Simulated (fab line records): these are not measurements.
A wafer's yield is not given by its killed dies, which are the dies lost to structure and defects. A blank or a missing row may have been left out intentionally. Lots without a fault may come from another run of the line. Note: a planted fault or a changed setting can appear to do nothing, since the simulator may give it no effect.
Which tool is to blame?	flow n5_finfet	21 lots, 63 wafers sampled, at 6 steps of a route of 1938

== WHAT THE GAUGES SHOWED, per wafer ==
Not one reading of a measure or inspect step in the record can be checked against a usual standard deviation.

== WHICH TOOL RAN EACH LOT (tool, then ch and the chambers of the sampled wafers, then the start) ==
lot	N5_BEOL_M6_ETCH_65	N5_BEOL_M6_ETCH_41	N5_BEOL_M6_PRE_CLEAN_45	N5_BEOL_M6_ALD_77	N5_BEOL_M6_SPUTTER_48	N5_BEOL_M7_PECVD_70
L074	rie_diel-02 ch 0,1, day 8 17:19	rie_diel-02 ch 0,1, day 8 18:34 or earlier	pvd_sputter-02, day 8 18:34	ald_metal-03 ch 0,1,2, day 8 18:39	pvd_sputter-03, day 8 19:07	pecvd-02 ch 0,1,2, day 8 21:19
L075	rie_diel-06 ch 1,2,3, day 9 10:46	rie_diel-06 ch 1,2,3, day 9 11:47 or earlier	pvd_sputter-02, day 9 11:47	ald_metal-03 ch 1,3, day 9 11:52	pvd_sputter-03, day 9 12:34	pecvd-03 ch 0,1, day 9 14:43
L077	rie_diel-02 ch 0,1,2, day 9 13:12	rie_diel-02 ch 0,1,2, day 9 15:13 or earlier	pvd_sputter-02, day 9 15:13	ald_metal-01 ch 0,1,3, day 9 15:16	pvd_sputter-03, day 9 16:19	pecvd-03 ch 0,1,2, day 9 17:56
L076	rie_diel-06 ch 1,2,3, day 9 15:04	rie_diel-06 ch 1,2,3, day 9 16:27 or earlier	pvd_sputter-02, day 9 16:27	ald_metal-01 ch 2,3, day 9 16:42	pvd_sputter-01, day 9 17:38	pecvd-02 ch 0,2, day 9 19:23
L078	rie_diel-01 ch 1,2, day 9 16:49	rie_diel-01 ch 1,2, day 9 17:45 or earlier	pvd_sputter-01, day 9 17:45	ald_metal-03 ch 0,2,3, day 9 17:49	pvd_sputter-03, day 9 18:24	pecvd-02 ch 1,2, day 9 20:01
L079	rie_diel-06 ch 1,3, day 10 03:35	rie_diel-06 ch 1,3, day 10 05:03 or earlier	pvd_sputter-01, day 10 05:03	ald_metal-02 ch 1,3, day 10 05:07	pvd_sputter-01, day 10 05:42	pecvd-03 ch 1,2, day 10 07:40
L081	rie_diel-01 ch 0,2,3, day 10 16:32	rie_diel-01 ch 0,2,3, day 10 17:56 or earlier	pvd_sputter-03, day 10 17:56	ald_metal-02 ch 1,2,3, day 10 18:01	pvd_sputter-03, day 10 18:43	pecvd-02 ch 0,1,2, day 10 20:31
L082	rie_diel-02 ch 0,1, day 10 16:51	rie_diel-02 ch 0,1, day 10 18:08 or earlier	pvd_sputter-03, day 10 18:08	ald_metal-03 ch 0,1,3, day 10 18:19	pvd_sputter-03, day 10 20:41	pecvd-03 ch 0,1,2, day 10 22:29
L084	rie_diel-06 ch 0,1,3, day 11 03:23	rie_diel-06 ch 0,1,3, day 11 04:26 or earlier	pvd_sputter-03, day 11 04:26	ald_metal-02 ch 1,2,3, day 11 04:30	pvd_sputter-03, day 11 05:02	pecvd-02 ch 0,2, day 11 06:50
L083	rie_diel-06 ch 1,2,3, day 11 10:18	rie_diel-06 ch 1,2,3, day 11 11:14 or earlier	pvd_sputter-01, day 11 11:14	ald_metal-03 ch 1,2,3, day 11 11:23	pvd_sputter-01, day 11 13:32	pecvd-01 ch 0,2, day 11 15:10
L088	rie_diel-02 ch 0,1, day 12 13:32	rie_diel-02 ch 0,1, day 12 14:44 or earlier	pvd_sputter-03, day 12 14:44	ald_metal-01 ch 0,3, day 12 14:50	pvd_sputter-01, day 12 15:32	pecvd-02 ch 1,2, day 12 17:17
L086	rie_diel-01 ch 0,1,3, day 12 13:42	rie_diel-01 ch 0,1,3, day 12 15:08 or earlier	pvd_sputter-02, day 12 15:08	ald_metal-02 ch 0,1,3, day 12 15:11	pvd_sputter-01, day 12 17:30	pecvd-03 ch 1,2, day 12 19:07
L087	rie_diel-02 ch 0,3, day 12 14:02	rie_diel-02 ch 0,3, day 12 15:22 or earlier	pvd_sputter-03, day 12 15:22	ald_metal-01 ch 0,1, day 12 15:25	pvd_sputter-01, day 12 17:41	pecvd-02 ch 0,1, day 12 19:17
L089	rie_diel-01 ch 0,1,3, day 12 19:46	rie_diel-01 ch 0,1,3, day 12 22:36 or earlier	pvd_sputter-01, day 12 22:36	ald_metal-01 ch 1,2,3, day 12 22:40	pvd_sputter-01, day 12 23:17	pecvd-02 ch 0,1, day 13 00:55
L092	rie_diel-02 ch 0,2,3, day 13 00:45	rie_diel-02 ch 0,2,3, day 13 03:42 or earlier	pvd_sputter-01, day 13 03:42	ald_metal-02 ch 2,3, day 13 03:46	pvd_sputter-01, day 13 04:17	pecvd-02 ch 1,2, day 13 06:12
L090	rie_diel-06 ch 0,1,2, day 13 00:51	rie_diel-06 ch 0,1,2, day 13 01:52 or earlier	pvd_sputter-03, day 13 01:52	ald_metal-01 ch 0,2,3, day 13 02:02	pvd_sputter-01, day 13 03:54	pecvd-03 ch 1,2, day 13 05:51
L091	rie_diel-01 ch 0,1,2, day 13 07:01	rie_diel-01 ch 0,1,2, day 13 08:03 or earlier	pvd_sputter-03, day 13 08:03	ald_metal-02 ch 0,1, day 13 08:07	pvd_sputter-03, day 13 10:21	pecvd-01 ch 0,2, day 13 12:12
L093	rie_diel-01 ch 0,2,3, day 13 18:51	rie_diel-01 ch 0,2,3, day 13 19:52 or earlier	pvd_sputter-01, day 13 19:52	ald_metal-02 ch 0,1,2, day 13 19:55	pvd_sputter-03, day 13 21:59	pecvd-03 ch 1,2, day 13 23:47
L094	rie_diel-01 ch 0,1,3, day 14 12:41	rie_diel-01 ch 0,1,3, day 14 13:55 or earlier	pvd_sputter-02, day 14 13:55	ald_metal-01 ch 0,1,2, day 14 13:59	pvd_sputter-02, day 14 14:36	pecvd-03 ch 0,1, day 14 17:17
L096	rie_diel-01 ch 0,1,2, day 14 14:05	rie_diel-01 ch 0,1,2, day 14 15:02 or earlier	pvd_sputter-03, day 14 15:02	ald_metal-01 ch 0,1,3, day 14 15:06	pvd_sputter-01, day 14 17:07	pecvd-02 ch 0,2, day 14 18:44
L097	rie_diel-02 ch 0,2,3, day 14 16:25	rie_diel-02 ch 0,2,3, day 14 17:28 or earlier	pvd_sputter-01, day 14 17:28	ald_metal-03 ch 0,2, day 14 17:32	pvd_sputter-03, day 14 18:14	pecvd-02 ch 0,1,2, day 14 19:52
- N5_BEOL_M6_ETCH_65: etches SiARC in CF4, target depth 15.6 nm, time 26 s.
- N5_BEOL_M6_ETCH_41: etches SiCN in CH3F/O2, target depth 29.7 nm, time 52 s.
- N5_BEOL_M6_PRE_CLEAN_45: time 30 s.
- N5_BEOL_M6_ALD_77: deposits TaN, target thk 2 nm, pulse time 2 s, purge time 3 s.
- N5_BEOL_M6_SPUTTER_48: material Cu, target thk 10 nm, time 1.667 s.
- N5_BEOL_M7_PECVD_70: deposits SiO2 from TEOS/O2, target thk 20 nm, time 22.7 s.

== AS READ BY THE TOOLS THEMSELVES (means over the sampled wafers that have a number; for cases with no such wafer, the mark the record gives instead) ==
N5_BEOL_M6_ETCH_65. Usual: drypump_motor_current_A 5.9 A (standard deviation 0.35); etch_rf_on_time_s 26.1 s (standard deviation 0.48); oes_product_au 0.70 a.u. (standard deviation 0.065); rf_fwd_power_W 531.7 W (standard deviation 1.6); rf_vpp_V 184.4 V (standard deviation 0.99); showerhead_plenum_p_Torr 2.16 Torr (standard deviation 0.056); throttle_valve_pct 15.56 % (standard deviation 0.28).
lot	tool	drypump_motor_current_A (A)	etch_rf_on_time_s (s)	oes_product_au (a.u.)	rf_fwd_power_W (W)	rf_vpp_V (V)	showerhead_plenum_p_Torr (Torr)	throttle_valve_pct (%)	flag
L074	rie_diel-02	5.7	26.2	0.65	533.6	184.4	2.20	15.82	
L075	rie_diel-06	5.9	26.1	0.69	532.1	184.7	2.13	15.69	
L077	rie_diel-02	5.9	26.2	0.68	532.0	185.3	2.18	15.52	
L076	rie_diel-06	5.9	26.4	0.69	532.0	183.5	2.13	15.70	
L078	rie_diel-01	6.0	26.8	0.66	531.9	185.1	2.16	15.62	
L079	rie_diel-06	6.1	26.5	0.69	531.5	183.9	2.16	15.78	
L081	rie_diel-01	5.7	25.8	0.68	530.2	184.9	2.24	15.66	
L082	rie_diel-02	5.7	26.4	0.63	532.5	184.9	2.19	15.86	
L084	rie_diel-06	6.0	25.7	0.69	530.4	183.2	2.13	15.81	
L083	rie_diel-06	5.9	26.3	0.68	532.4	183.8	2.13	15.72	
L088	rie_diel-02	5.7	26.5	0.62	530.5	184.5	2.19	15.90	
L086	rie_diel-01	5.8	25.8	0.72	532.9	184.3	2.20	15.55	
L087	rie_diel-02	5.8	26.0	0.70	531.6	184.5	2.16	15.33	
L089	rie_diel-01	5.8	26.0	0.72	531.6	184.5	2.20	15.55	
L092	rie_diel-02	5.9	26.1	0.70	531.5	184.6	2.16	15.27	
L090	rie_diel-06	6.1	25.7	0.72	530.4	183.9	2.11	15.65	
L091	rie_diel-01	6.0	26.2	0.75	530.8	184.5	2.17	15.40	
L093	rie_diel-01	5.7	25.6	0.74	533.4	184.5	2.23	15.55	
L094	rie_diel-01	5.8	25.8	0.70	532.3	184.8	2.19	15.58	
L096	rie_diel-01	6.0	25.9	0.74	530.4	184.1	2.17	15.42	
L097	rie_diel-02	5.9	26.2	0.69	532.0	184.4	2.15	15.31	

N5_BEOL_M6_ETCH_41. Usual: drypump_motor_current_A 5.9 A, standard deviation 0.35; oes_product_au 0.82 a.u., standard deviation 0.077; rf_fwd_power_W 390.9 W, standard deviation 1.8; rf_vpp_V 297.8 V, standard deviation 1.4; showerhead_plenum_p_Torr 2.02 Torr, standard deviation 0.053; throttle_valve_pct 16.28 %, standard deviation 0.26.
lot	tool	drypump_motor_current_A (A)	oes_product_au (a.u.)	rf_fwd_power_W (W)	rf_vpp_V (V)	showerhead_plenum_p_Torr (Torr)	throttle_valve_pct (%)	flag
L074	rie_diel-02	5.7	0.76	389.7	298.0	2.06	16.54	
L075	rie_diel-06	5.9	0.81	391.7	297.0	1.99	16.40	
L077	rie_diel-02	5.9	0.80	391.1	298.4	2.04	16.26	
L076	rie_diel-06	5.9	0.81	390.7	297.3	1.99	16.41	
L078	rie_diel-01	6.0	0.78	391.1	298.5	2.03	16.38	
L079	rie_diel-06	6.1	0.81	391.0	298.0	2.01	16.48	
L081	rie_diel-01	5.7	0.80	391.7	299.6	2.09	16.37	
L082	rie_diel-02	5.7	0.75	390.3	298.2	2.05	16.57	
L084	rie_diel-06	6.0	0.81	390.9	296.9	1.98	16.50	
L083	rie_diel-06	5.9	0.80	392.1	297.6	1.98	16.43	
L088	rie_diel-02	5.7	0.73	392.0	296.8	2.05	16.60	
L086	rie_diel-01	5.8	0.84	390.5	297.7	2.05	16.24	
L087	rie_diel-02	5.8	0.82	391.5	296.7	2.03	16.08	
L089	rie_diel-01	5.8	0.84	390.9	299.0	2.05	16.25	
L092	rie_diel-02	5.9	0.83	391.0	296.1	2.02	16.02	
L090	rie_diel-06	6.1	0.85	391.6	297.4	1.97	16.36	
L091	rie_diel-01	6.0	0.89	389.8	298.3	2.03	16.12	
L093	rie_diel-01	5.7	0.87	391.1	298.9	2.09	16.26	
L094	rie_diel-01	5.8	0.82	390.9	298.0	2.05	16.28	
L096	rie_diel-01	6.0	0.85	389.4	297.6	2.03	16.16	
L097	rie_diel-02	5.9	0.80	390.8	296.6	2.01	16.05	

N5_BEOL_M6_PRE_CLEAN_45. Usual: heater_power_w 320 W, standard deviation 27; susceptor_temp_C 249.99 C, standard deviation 0.19.
lot	tool	heater_power_w (W)	susceptor_temp_C (C)	flag
L074	pvd_sputter-02	315	250.04	
L075	pvd_sputter-02	329	249.92	
L077	pvd_sputter-02	315	250.02	
L076	pvd_sputter-02	299	249.92	
L078	pvd_sputter-01	345	250.15	
L079	pvd_sputter-01	347	249.84	
L081	pvd_sputter-03	291	250.05	
L082	pvd_sputter-03	294	250.10	
L084	pvd_sputter-03	282	250.07	
L083	pvd_sputter-01	347	250.02	
L088	pvd_sputter-03	296	249.99	
L086	pvd_sputter-02	327	250.09	
L087	pvd_sputter-03	308	250.09	
L089	pvd_sputter-01	349	249.82	
L092	pvd_sputter-01	347	249.87	
L090	pvd_sputter-03	295	249.98	
L091	pvd_sputter-03	291	249.97	
L093	pvd_sputter-01	350	249.93	
L094	pvd_sputter-02	307	249.99	
L096	pvd_sputter-03	286	249.97	
L097	pvd_sputter-01	352	249.95	

N5_BEOL_M6_ALD_77. Usual: heater_power_w 414 W, standard deviation 52; susceptor_temp_C 274.98 C, standard deviation 0.17.
lot	tool	heater_power_w (W)	susceptor_temp_C (C)	flag
L074	ald_metal-03	422	274.94	
L075	ald_metal-03	381	274.94	
L077	ald_metal-01	442	274.92	
L076	ald_metal-01	399	275.20	
L078	ald_metal-03	424	275.04	
L079	ald_metal-02	409	274.88	
L081	ald_metal-02	412	275.07	
L082	ald_metal-03	404	274.95	
L084	ald_metal-02	395	275.04	
L083	ald_metal-03	402	275.01	
L088	ald_metal-01	461	275.01	
L086	ald_metal-02	413	274.87	
L087	ald_metal-01	471	275.06	
L089	ald_metal-01	385	275.02	
L092	ald_metal-02	367	275.06	
L090	ald_metal-01	426	275.04	
L091	ald_metal-02	459	274.83	
L093	ald_metal-02	437	274.83	
L094	ald_metal-01	413	274.99	
L096	ald_metal-01	445	275.09	
L097	ald_metal-03	443	274.90	

N5_BEOL_M6_SPUTTER_48. Usual: chuck_sensor_temp_C -15.9 C, standard deviation 0.61; susceptor_temp_C -20.00 C, standard deviation 0.084; throttle_valve_pct 30.1 %, standard deviation 1.
lot	tool	chuck_sensor_temp_C (C)	susceptor_temp_C (C)	throttle_valve_pct (%)	flag
L074	pvd_sputter-03	-16.0	-20.01	30.1	
L075	pvd_sputter-03	-15.5	-19.93	29.2	
L077	pvd_sputter-03	-16.2	-20.06	30.0	
L076	pvd_sputter-01	-15.9	-20.03	31.2	
L078	pvd_sputter-03	-16.0	-19.99	30.1	
L079	pvd_sputter-01	-15.8	-20.07	31.1	
L081	pvd_sputter-03	-16.1	-19.98	29.8	
L082	pvd_sputter-03	-16.2	-20.07	30.0	
L084	pvd_sputter-03	-15.7	-20.02	29.3	
L083	pvd_sputter-01	-16.5	-19.96	30.4	
L088	pvd_sputter-01	-15.5	-19.96	30.4	
L086	pvd_sputter-01	-15.5	-19.99	30.5	
L087	pvd_sputter-01	-15.2	-20.02	31.5	
L089	pvd_sputter-01	-15.9	-20.05	30.7	
L092	pvd_sputter-01	-16.1	-19.97	29.9	
L090	pvd_sputter-01	-15.5	-20.02	31.8	
L091	pvd_sputter-03	-15.6	-20.06	29.6	
L093	pvd_sputter-03	-16.3	-20.01	30.4	
L094	pvd_sputter-02	-15.6	-19.99	29.4	
L096	pvd_sputter-01	-15.9	-19.96	30.8	
L097	pvd_sputter-03	-15.8	-19.95	29.6	

N5_BEOL_M7_PECVD_70. Usual: heater_power_w 749 W, standard deviation 120; rf_fwd_power_W 445.1 W, standard deviation 1.9; showerhead_plenum_p_Torr 8.769 Torr, standard deviation 0.029; susceptor_temp_C 400.00 C, standard deviation 0.23; throttle_valve_pct 22.1 %, standard deviation 1.1.
lot	tool	heater_power_w (W)	rf_fwd_power_W (W)	showerhead_plenum_p_Torr (Torr)	susceptor_temp_C (C)	throttle_valve_pct (%)	flag
L074	pecvd-02	677	446.2	8.784	400.09	22.0	
L075	pecvd-03	786	445.7	8.734	399.93	23.0	
L077	pecvd-03	878	444.9	8.756	400.08	21.9	
L076	pecvd-02	704	445.1	8.778	400.09	21.7	
L078	pecvd-02	625	446.8	8.797	399.87	21.5	
L079	pecvd-03	833	442.9	8.781	399.93	21.6	
L081	pecvd-02	679	444.8	8.782	400.01	22.0	
L082	pecvd-03	797	443.5	8.749	400.23	22.2	
L084	pecvd-02	673	445.2	8.778	399.83	21.7	
L083	pecvd-01	853	445.9	8.788	399.90	22.3	
L088	pecvd-02	643	447.2	8.798	399.86	21.8	
L086	pecvd-03	881	443.1	8.778	399.88	21.3	
L087	pecvd-02	641	444.7	8.762	400.06	23.1	
L089	pecvd-02	671	444.9	8.770	400.17	23.2	
L092	pecvd-02	599	446.2	8.770	400.48	21.7	
L090	pecvd-03	874	442.5	8.777	399.93	21.6	
L091	pecvd-01	802	446.3	8.789	400.01	22.3	
L093	pecvd-03	936	444.3	8.780	400.26	21.7	
L094	pecvd-03	758	444.2	8.756	399.96	22.9	
L096	pecvd-02	667	445.2	8.793	399.95	21.2	
L097	pecvd-02	654	445.7	8.768	400.03	22.2	

== THE ANSWER, worked out from the rows above alone ==
Rule: take the mean of a lot's wafers that have a number; if it is more than 3 standard deviations from the usual mean, the lot is off. Also off: a lot with no number at a reading for which 4 or more lots have one. Any other lot the step has rows for is counted as sound. First the gauges in route order, then the tools' own readings, where a lot's mean is used as printed above. At the first step where some lot is off, the reading lying furthest off is the one used; lots without a number count as furthest.
Across all readings shown, no lot is off: no conclusion can be drawn from this.

== WHAT HAD BEEN PUT IN BY THE SIMULATOR ==
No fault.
